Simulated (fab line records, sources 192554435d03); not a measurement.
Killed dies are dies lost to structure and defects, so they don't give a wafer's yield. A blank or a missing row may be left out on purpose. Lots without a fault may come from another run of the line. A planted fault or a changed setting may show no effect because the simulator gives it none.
Which tool did it? | flow n5_finfet | 12 lots, 36 wafers sampled, at 2 steps of a route of 1938

WHAT THE GAUGES READ, wafer by wafer
N5_BEOL_M11_OVL_MEAS_29.
lot  | measured     | on         | V10_OVL (nm)
L075 | day 11 08:20 | overlay-01 | 0.7 0.0 0.3
L078 | day 11 15:40 | overlay-01 | -1.3 0.0 -1.2
L081 | day 12 00:40 | overlay-01 | -1.7 -2.2 -0.9
L080 | day 12 08:56 | overlay-01 | -0.7 -3.1 -1.3
L082 | day 12 15:41 | overlay-02 | -2.4 0.1 -2.4
L085 | day 13 08:42 | overlay-01 | 0.1 -1.7 -1.2
L088 | day 14 01:09 | overlay-01 | -0.6 0.5 -0.8
L087 | day 14 20:21 | overlay-01 | 0.2 0.6 -0.5
L090 | day 15 02:01 | overlay-02 | -1.1 -2.9 -2.0
L094 | day 15 03:37 | overlay-01 | -0.1 0.1 -1.2
L095 | day 16 14:43 | overlay-01 | -2.0 -1.5 -1.4
L096 | day 17 19:37 | overlay-01 | 0.6 0.2 0.1

WHICH TOOL RAN EACH LOT (tool, then ch and the chambers of the sampled wafers, then the start)
lot  | N5_BEOL_M11_STRIP_19
L075 | rie_diel-02 ch 1,3, day 11 07:16
L078 | rie_diel-04 ch 2,3, day 11 13:42
L081 | rie_diel-04 ch 0,2, day 12 00:13
L080 | rie_diel-02 ch 0,1,3, day 12 08:26
L082 | rie_diel-04 ch 1,3, day 12 12:05
L085 | rie_diel-02 ch 1,2, day 13 08:08
L088 | rie_diel-04 ch 1,3, day 13 22:56
L087 | rie_diel-04 ch 0,1, day 14 19:58
L090 | rie_diel-04 ch 0,3, day 15 01:34
L094 | rie_diel-02 ch 0,1, day 15 02:26
L095 | rie_diel-02 ch 0,2,3, day 16 13:29
L096 | rie_diel-02 ch 1,2,3, day 17 14:45
- N5_BEOL_M11_STRIP_19: strips in O2.

THE ANSWER, worked out from the rows above alone
Rule: what is usual is taken from the lots themselves. Put in order of their means at a reading, lots are off if they are a third of the lots or fewer, leave a main group of 4 or more, and stand apart from it by a gap of 3 or more times the standard deviation of the main group's means; of several such gaps the widest counts. A main group whose means are all the same, to the digits that the tables above print for the reading, isn't used. A lot without any number at a reading at which 4 lots or more have one is off too. The other lots that the step has rows for count as sound.
No lot is off at any reading shown: from this, nothing can be told.

WHAT THE SIMULATOR HAD PUT IN
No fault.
